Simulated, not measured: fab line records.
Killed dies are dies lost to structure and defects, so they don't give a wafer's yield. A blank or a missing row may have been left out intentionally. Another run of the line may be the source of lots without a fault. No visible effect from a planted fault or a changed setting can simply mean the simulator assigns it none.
Which tool is to blame? -- flow n5_finfet -- 11 lots, 33 wafers sampled, at 5 steps of a route of 1938

== WHAT THE GAUGES READ, wafer by wafer ==
N5_MIM_TOP_LITHO_INSPECT_12: inspects for defects (macro).
lot,measured,on,raw_defect_count
L923,day 12 12:32,defect_inspect-01,1 1 1
L926,day 12 20:09,defect_inspect-01,1 1 1
L929,day 13 03:41,defect_inspect-02,2 1 3
L931,day 14 03:33,defect_inspect-02,1 2 0
L936,day 15 02:02,defect_inspect-01,4 0 1
L933,day 15 03:04,defect_inspect-01,5 4 3
L934,day 15 08:54,defect_inspect-02,266 253 252
L935,day 15 14:27,defect_inspect-01,251 239 271
L945,day 17 06:31,defect_inspect-01,2 2 2
L943,day 17 11:57,defect_inspect-02,2 2 3
L944,day 17 12:33,defect_inspect-02,3 2 2

== WHICH TOOL RAN EACH LOT (tool, then ch and the chambers of the sampled wafers, then the start) ==
lot,N5_BEOL_M15_DEP_53,N5_PASSIVATION_PECVD_00,N5_MIM_BOT_DEGAS_01,N5_MIM_TOP_ALD_01
L923,"pecvd-04 ch 1,2, day 12 07:04","pecvd-01 ch 0,1,2, day 12 08:08","pvd_sputter-02, day 12 11:18","ald_hk-02 ch 0,3, day 12 12:32 or earlier"
L926,"pecvd-03 ch 1,2, day 12 13:23","pecvd-01 ch 1,2, day 12 14:28","pvd_sputter-02, day 12 16:41","ald_hk-01 ch 0,2,3, day 12 20:09 or earlier"
L929,"pecvd-03 ch 1,2, day 12 23:32","pecvd-01 ch 0,1,2, day 13 00:38","pvd_sputter-03, day 13 00:48","ald_hk-01 ch 0,3, day 13 03:41 or earlier"
L931,"pecvd-04 ch 0,1,2, day 13 21:33","pecvd-03 ch 1,2, day 13 22:38","pvd_sputter-01, day 14 01:59","ald_hk-02 ch 0,2,3, day 14 03:33 or earlier"
L936,"pecvd-04 ch 0,1,2, day 14 20:28","pecvd-01 ch 0,1,2, day 14 22:29","pvd_sputter-01, day 14 22:44","ald_hk-03 ch 2,3, day 15 02:02 or earlier"
L933,"pecvd-02 ch 0,1, day 14 22:12","pecvd-01 ch 1,2, day 14 23:17","pvd_sputter-02, day 15 01:32","ald_hk-01 ch 1,2, day 15 03:04 or earlier"
L934,"pecvd-04 ch 0,1, day 15 03:33","pecvd-01 ch 0,2, day 15 04:38","pvd_sputter-02, day 15 04:42","ald_hk-01 ch 1,3, day 15 08:54 or earlier"
L935,"pecvd-04 ch 0,1,2, day 15 09:52","pecvd-01 ch 0,2, day 15 10:56","pvd_sputter-03, day 15 12:55","ald_hk-01 ch 2,3, day 15 14:27 or earlier"
L945,"pecvd-04 ch 0,2, day 17 03:16","pecvd-04 ch 0,1, day 17 04:20","pvd_sputter-03, day 17 04:26","ald_hk-03 ch 0,1,3, day 17 06:31 or earlier"
L943,"pecvd-04 ch 0,1,2, day 17 07:32","pecvd-03 ch 0,1, day 17 08:37","pvd_sputter-01, day 17 09:28","ald_hk-03 ch 0,1,2, day 17 11:57 or earlier"
L944,"pecvd-03 ch 0,1,2, day 17 08:51","pecvd-03 ch 0,1, day 17 09:56","pvd_sputter-03, day 17 10:47","ald_hk-02 ch 0,1,3, day 17 12:33 or earlier"
- N5_BEOL_M15_DEP_53: deposits SiCN from 3MS/NH3, target thk 50 nm, time 17.8 s.
- N5_PASSIVATION_PECVD_00: deposits SiO2 from SiH4/N2O, target thk 200 nm, time 11.2 s.
- N5_MIM_BOT_DEGAS_01: time 60 s.
- N5_MIM_TOP_ALD_01: deposits HfO2, target thk 5.6 nm, pulse time 1 s, purge time 3 s.

== AS READ BY THE TOOLS THEMSELVES (means over the sampled wafers that have a number; for cases with no such wafer, the mark the record gives instead) ==
N5_BEOL_M15_DEP_53.
lot,tool,showerhead_plenum_p_Torr (Torr),throttle_valve_pct (%)
L923,pecvd-04,4.176,18.2
L926,pecvd-03,4.127,16.8
L929,pecvd-03,4.126,16.8
L931,pecvd-04,4.166,17.7
L936,pecvd-04,4.163,17.7
L933,pecvd-02,4.188,19.3
L934,pecvd-04,4.160,17.8
L935,pecvd-04,4.160,17.9
L945,pecvd-04,4.156,17.8
L943,pecvd-04,4.161,17.9
L944,pecvd-03,4.145,18.0

N5_PASSIVATION_PECVD_00.
lot,tool,heater_power_w (W),showerhead_plenum_p_Torr (Torr),susceptor_temp_C (C),throttle_valve_pct (%)
L923,pecvd-01,704,8.20,400.12,51
L926,pecvd-01,716,8.15,400.00,53
L929,pecvd-01,686,8.20,399.91,51
L931,pecvd-03,604,8.00,399.85,47
L936,pecvd-01,661,8.21,399.75,51
L933,pecvd-01,700,8.07,399.91,50
L934,pecvd-01,652,8.10,400.15,48
L935,pecvd-01,633,8.26,399.82,49
L945,pecvd-04,655,8.13,400.05,49
L943,pecvd-03,528,8.20,399.93,55
L944,pecvd-03,598,8.07,399.75,52

N5_MIM_BOT_DEGAS_01.
lot,tool,heater_power_w (W),susceptor_temp_C (C)
L923,pvd_sputter-02,487,299.91
L926,pvd_sputter-02,454,299.81
L929,pvd_sputter-03,467,300.15
L931,pvd_sputter-01,475,299.89
L936,pvd_sputter-01,493,299.89
L933,pvd_sputter-02,473,299.96
L934,pvd_sputter-02,413,300.10
L935,pvd_sputter-03,450,299.97
L945,pvd_sputter-03,436,300.05
L943,pvd_sputter-01,480,299.97
L944,pvd_sputter-03,472,300.22

N5_MIM_TOP_ALD_01.
lot,tool,precursor_pulse_height_rel
L923,ald_hk-02,1.005
L926,ald_hk-01,0.983
L929,ald_hk-01,1.008
L931,ald_hk-02,1.008
L936,ald_hk-03,1.003
L933,ald_hk-01,0.992
L934,ald_hk-01,0.987
L935,ald_hk-01,1.019
L945,ald_hk-03,1.018
L943,ald_hk-03,1.007
L944,ald_hk-02,1.006

== THE ANSWER, worked out from the rows above alone ==
Rule: the lots themselves supply what counts as usual. The widest of any qualifying gaps counts: lots, ordered by their means at a reading, are off when they make up no more than a third of the lots, leave a main group of 4 or more, and stand apart from it by 3 or more times the standard deviation of that group's means. A main group is skipped when, at the precision printed for the reading in the tables above, its means are all equal. A lot without any number at a reading at which 4 lots or more have one is off too. Any other lot the step has rows for is counted as sound. Order of review: gauges by route order, followed by the tools' own readings, for which a lot's mean as printed above is used. The first step at which some lot is off is used, and at that step the reading that is off furthest; a lot without a number counts as furthest.
Off: L934, L935, at N5_MIM_TOP_LITHO_INSPECT_12 (raw_defect_count). For the main group the mean is 1.9 and the standard deviation 0.9.
If a tool, at a process step before that reading, ran all the lots that are off and no sound lot after the first of them, it fits. Those tools and the gauges at N5_MIM_TOP_LITHO_INSPECT_12 are tried in the same way. Because N5_MIM_TOP_ALD_01 lacks a start for some lots, the hours and order of its lots are taken from N5_MIM_TOP_LITHO_INSPECT_12. 2 tools fit, pecvd-01 at N5_PASSIVATION_PECVD_00 and ald_hk-01 at N5_MIM_TOP_ALD_01, so this cannot tell which one it is.

== WHAT THE SIMULATOR HAD PUT IN ==
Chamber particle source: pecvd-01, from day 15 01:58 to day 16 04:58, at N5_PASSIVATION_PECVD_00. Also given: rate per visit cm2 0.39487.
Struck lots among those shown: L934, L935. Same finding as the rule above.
